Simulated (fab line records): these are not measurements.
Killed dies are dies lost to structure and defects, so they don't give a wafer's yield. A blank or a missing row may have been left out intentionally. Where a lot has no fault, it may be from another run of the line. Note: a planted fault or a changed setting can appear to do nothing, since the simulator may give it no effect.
Comparing a struck lot with a sound one | flow n5 finfet | 16 out of 1938 route steps
Sound: wafers L362.1, L362.5, L362.6. Struck: wafer L363.4 (L363.1, L363.3, from the same lot, were not struck and are left out); the cause is given at the end.
For every step that has rows: the tool of each side, followed by ch and its chambers, followed by its first start. Under that, the readings that differ: sound wafers | struck wafers | difference of the means | sigmas: that difference in standard deviations of wafers without a fault.
alike: a reading whose means differ by less than 2 such deviations, as well as words and numbers matching on both sides. not compared: withheld readings; readings where some wafer has no value; bounds like >300 that might hide an equal value; numbers whose values overlap and for which the record gives no deviation.
Wherever a step has rows on one side only, a row that says differs or no value, or a row with sigmas, the two part there. When numbers do not overlap yet have no deviation, they are printed without sigmas and do not part them. A reading that every wafer of one side lacks parts them only if that side has two wafers or more.

first, 3 steps without rows for these wafers: N5_DUMMY_GATE_STRIP_38 (strips in N2/H2); N5_DUMMY_GATE_STRIP_39 (strips in N2/H2); N5_DUMMY_GATE_TRIM_49 (chemistry O2, time 29 s, target cd 14 nm).
N5_DUMMY_GATE_STRIP_40: strips in CF4.
  sound on rie diel-06 ch 2,3, day 3 17:17; struck on rie diel-06 ch 1, day 3 23:04
  reading                | sound             | struck | difference | sigmas
  throttle valve pct (%) | 13.43 13.45 13.06 | 13.85  | +0.54      | +2
  alike: drypump motor current A, oes product au, rf vpp V, showerhead plenum p Torr
  not compared: rf hours counter h
N5_DUMMY_GATE_CD_MEAS_50: target cd 14 nm.
  sound on cd sem-01, day 3 17:20; struck on cd sem-03, day 3 23:07
  alike: cd nm
then, 1 step without rows for these wafers: N5_DUMMY_GATE_ETCH_31 (etches SiO2 in C4F6/O2, target depth 82.5 nm, time 27.5 s).
N5_DUMMY_GATE_STRIP_41: strips in O2.
  sound on rie diel-02 ch 1,2,3, day 3 17:26; struck on rie diel-03 ch 3, day 3 23:16
  alike: drypump motor current A, oes product au, rf vpp V, showerhead plenum p Torr, throttle valve pct
  not compared: rf hours counter h
then, 1 step without rows for these wafers: N5_DUMMY_GATE_HM_OPEN_21 (chemistry CH3F/O2, target SiNx, target depth 120 nm, time 171.4 s).
N5_DUMMY_GATE_ETCH_32: etches SiO2 in CF4, target depth 3.5 nm, time 3.9 s.
  sound on rie si-03 ch 1,2,3, day 3 17:38; struck on rie si-04 ch 2, day 3 23:28
  alike: drypump motor current A, oes product au, throttle valve pct
  not compared: rf hours counter h
N5_DUMMY_GATE_ETCH_23: etches poly-Si in HBr/Cl2/O2, target depth 41 nm, time 22.3 s.
  sound on rie si-03 ch 1,2,3, day 3 17:40; struck on rie si-04 ch 2, day 3 23:30
  alike: drypump motor current A, oes product au, throttle valve pct
  not compared: rf hours counter h
N5_DUMMY_GATE_ETCH_44: etches poly-Si in HBr/O2, stops on SiO2, target depth 127.5 nm.
  sound on rie si-03 ch 1,2,3, day 3 17:43; struck on rie si-04 ch 2, day 3 23:34
  alike: drypump motor current A, oes product au, throttle valve pct
  not compared: rf hours counter h
N5_DUMMY_GATE_CD_MEAS_24: target cd 15 nm.
  sound on cd sem-02, day 3 17:50; struck on cd sem-03, day 3 23:40
  alike: cd nm
N5_DUMMY_GATE_ETCH_42: etches SiO2 in CHF3/O2, target depth 3.5 nm, time 31 s.
  sound on rie diel-06 ch 2,3, day 3 17:53; struck on rie diel-06 ch 1, day 3 23:43
  reading                  | sound             | struck | difference | sigmas
  throttle valve pct (%)   | 18.34 18.62 18.34 | 19.03  | +0.60      | +3
  model.etch.depth nm (nm) | 3.547 3.523 3.549 | 5.126  | +1.586     |
  alike: drypump motor current A, oes product au, rf vpp V, showerhead plenum p Torr
  not compared: rf hours counter h
then, 1 step without rows for these wafers: N5_DUMMY_GATE_STRIP_48 (strips in N2/H2, time 20 s).
-- a jump in the record: the struck wafers' starts before and after are 5 days apart (it breaks off in module DUMMY_GATE and resumes in module BEOL_M4, where the first step shown is number 1111 of the route) --
N5_BEOL_M4_RC_MEAS_101:
  sound on prober-01 ch 0, day 8 20:40; struck on prober-02 ch 0, day 9 10:16
  alike: DIBL_N, DIBL_P, IOFF_N, IOFF_P, ION_N, ION_P, SS_N, SS_P, VT_N, VT_P
next, for these wafers, 1 step has no rows: N5_PASSIVATION_PROBE_49.

## WHERE THEY PART
Last at N5_DUMMY_GATE_ETCH_42 as far as this record goes, first at N5_DUMMY_GATE_STRIP_40. Later steps at which nothing parts them and some readings are alike: N5_BEOL_M4_RC_MEAS_101.

WHY: what the simulator had put in
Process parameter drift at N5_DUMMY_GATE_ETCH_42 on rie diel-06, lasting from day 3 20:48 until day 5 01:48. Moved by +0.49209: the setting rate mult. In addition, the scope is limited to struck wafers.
